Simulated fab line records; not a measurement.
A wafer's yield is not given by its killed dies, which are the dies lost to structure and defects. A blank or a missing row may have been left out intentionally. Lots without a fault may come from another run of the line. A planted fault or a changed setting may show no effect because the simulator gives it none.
Struck lot and sound lot, side by side	flow n5 finfet	38 out of 1938 route steps
Sound: the wafers L853.1, L853.2, L853.4. The struck wafers were L861.2, L861.4, L861.5. At the end, the cause is stated.
Each step with rows lists, per side, the tool, then ch with its chambers, then its first start. Under that, the readings that differ: sound wafers	struck wafers	difference of the means	sigmas: that difference in standard deviations of wafers without a fault.
alike: readings whose means differ by less than 2 such deviations, and words and numbers that are the same on both sides. not compared: withheld readings, readings that some wafer has no value for, bounds like >300 that may hide the same value, and numbers for which the record gives no deviation and whose values overlap.
Wherever a step has rows on one side only, a row that says differs or no value, or a row with sigmas, the two part there. When numbers do not overlap yet have no deviation, they are printed without sigmas and do not part them. A reading that every wafer of one side lacks parts them only if that side has two wafers or more.

first, 12 steps without rows for these wafers: N5_MOL_CONTACT_COAG_PRECLEAN_111 (cleans in NF3:NH3, afs cycles 1, time 20 s, sublimation time 60 s); N5_MOL_CONTACT_COAG_TI_SIL_19 (material Ti, target thk 4.2 nm, time 15 s); N5_MOL_CONTACT_COAG_ALD_20 (deposits TiN, target thk 1.5 nm, pulse time 1 s, purge time 3 s); N5_MOL_CONTACT_COAG_SIL_ANNEAL_21 (time 60 s); N5_MOL_CONTACT_COAG_PRE_CLEAN_141 (time 60 s); N5_MOL_CONTACT_COAG_SPUTTER_143 (material Co, target thk 2.5 nm); N5_MOL_CONTACT_COAG_CO_FILL_22 (material Co, precursor CCTBA/H2, target thk 20 nm); N5_MOL_CONTACT_COAG_ANNEAL_113 (time 300 s); N5_MOL_CONTACT_COAG_PRE_CLEAN_142 (time 60 s); N5_MOL_CONTACT_COAG_SPUTTER_130 (material Co, target thk 47.5 nm); N5_MOL_CONTACT_COAG_PRECLEAN_125 (cleans in DIW, time 57.5 s); N5_MOL_CONTACT_COAG_SRD_126 (dry time 32 s).
N5_MOL_CONTACT_COAG_CMP_23: polishes, stops on SiO2, t overpolish 1.5 s, target thk 0 nm.
  sound on cmp-03 ch 0,1,2, day 5 04:58; struck on cmp-03 ch 1,2, day 7 03:59
reading	sound	struck	difference	sigmas
platen rpm (rpm)	50.31 50.37 50.28	55.34 55.30 55.34	+5.01	+99 or more
  alike: head pressure psi, motor current A, overpolish run s, retaining ring pressure frac, slurry filter dp kPa, time to endpoint s
then, 23 steps without rows for these wafers: N5_MOL_CONTACT_COAG_WET_ETCH_26 (target Co, target depth 13 nm); N5_MOL_CONTACT_COAG_WET_ETCH_116 (etches the open film in SC1-inhibited, target depth 4.6 nm, rinse time 30 s); N5_MOL_CONTACT_COAG_ALD_27 (deposits SiOC, target thk 17 nm, pulse time 1.5 s, time 2720 s); N5_MOL_CONTACT_COAG_CMP_28 (polishes, stops on SiNx, t overpolish 0.85 s, target thk 14.522 nm); N5_MOL_CONTACT_COAG_ALD_123 (deposits SiNx, target thk 5 nm, pulse time 1 s, purge time 2 s); N5_MOL_CONTACT_COAG_PECVD_31 (deposits SiO2 from TEOS/O2, target thk 46 nm, time 8.9 s); N5_MOL_CONTACT_COAG_COAT_75 (time 60 s, resist thk 60 nm); N5_MOL_CONTACT_COAG_COAT_76 (time 60 s, resist thk 10 nm); N5_MOL_CONTACT_COAG_COAT_77 (time 60 s, resist thk 10 nm); N5_MOL_CONTACT_COAG_COAT_78 (resist thk 40 nm); N5_MOL_CONTACT_COAG_EBR_80; N5_MOL_CONTACT_COAG_SOFTBAKE_79 (time 60 s); N5_MOL_CONTACT_COAG_EXPOSE_81 (exposes mask VG, defocus 0 nm); N5_MOL_CONTACT_COAG_PEB_82 (peb time 60 s); N5_MOL_CONTACT_COAG_DEVELOP_83 (develop time 30 s); N5_MOL_CONTACT_COAG_DESCUM_88 (chemistry O2, time 7 s); N5_MOL_CONTACT_COAG_ETCH_89 (etches underlayer in N2/H2, target depth 13 nm, time 10.4 s); N5_MOL_CONTACT_COAG_ETCH_90 (etches SiARC in CF4, target depth 13 nm, time 21.7 s); N5_MOL_CONTACT_COAG_ALD_131 (deposits SiO2, target thk 5 nm, pulse time 1 s, co reactant pulse time 1 s); N5_MOL_CONTACT_COAG_ETCHBACK_132 (etches SiO2 in CHF3, target depth 10 nm, time 6.7 s); N5_MOL_CONTACT_COAG_ETCH_91 (etches SOC in N2/H2, target depth 60 nm, overetch 21 nm, time 101.2 s); N5_MOL_CONTACT_COAG_STRIP_92 (strips in N2/H2); N5_MOL_CONTACT_COAG_STRIP_93 (strips in N2/H2).
N5_MOL_CONTACT_COAG_ETCH_47: etches SiNx in CH3F/O2, stops on W, target depth 27 nm.
  sound on rie diel-06 ch 0,2,3, day 5 09:58; struck on rie diel-02 ch 0,1,3, day 7 08:44
reading	sound	struck	difference	sigmas
etch rf on time s (s)	30.7 31.4 31.8	30.2 30.6 30.3	-0.9	-2
model.etch.depth nm (nm)	18 17.98 18.03	17.77 17.7 17.78	-0.25	
  alike: O2_flow_sccm, bias w, drypump motor current A, oes product au, rf fwd power W, rf vpp V, showerhead plenum p Torr, throttle valve pct
  not compared: rf hours counter h
-- the record jumps here: 3 days lie between the struck wafers' starts before and after (it left off in module MOL_CONTACT_COAG and takes up again in module BEOL_M4, whose first step shown is number 1111 of the route) --
N5_BEOL_M4_RC_MEAS_101:
  sound on prober-02 ch 0, day 8 01:46; struck on prober-02 ch 0, day 10 15:51
  alike: DIBL_N, DIBL_P, IOFF_N, IOFF_P, ION_N, ION_P, SS_N, SS_P, VT_N, VT_P

## WHERE THEY PART
At N5_MOL_CONTACT_COAG_CMP_23 first; at N5_MOL_CONTACT_COAG_ETCH_47 last (within this record only). Later steps at which nothing parts them and some readings are alike: N5_BEOL_M4_RC_MEAS_101.

WHY: what had been put in by the simulator
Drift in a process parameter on cmp-03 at N5_MOL_CONTACT_COAG_CMP_23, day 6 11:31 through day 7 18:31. From 50.289, the setting platen rpm moved by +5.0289. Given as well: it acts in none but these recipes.
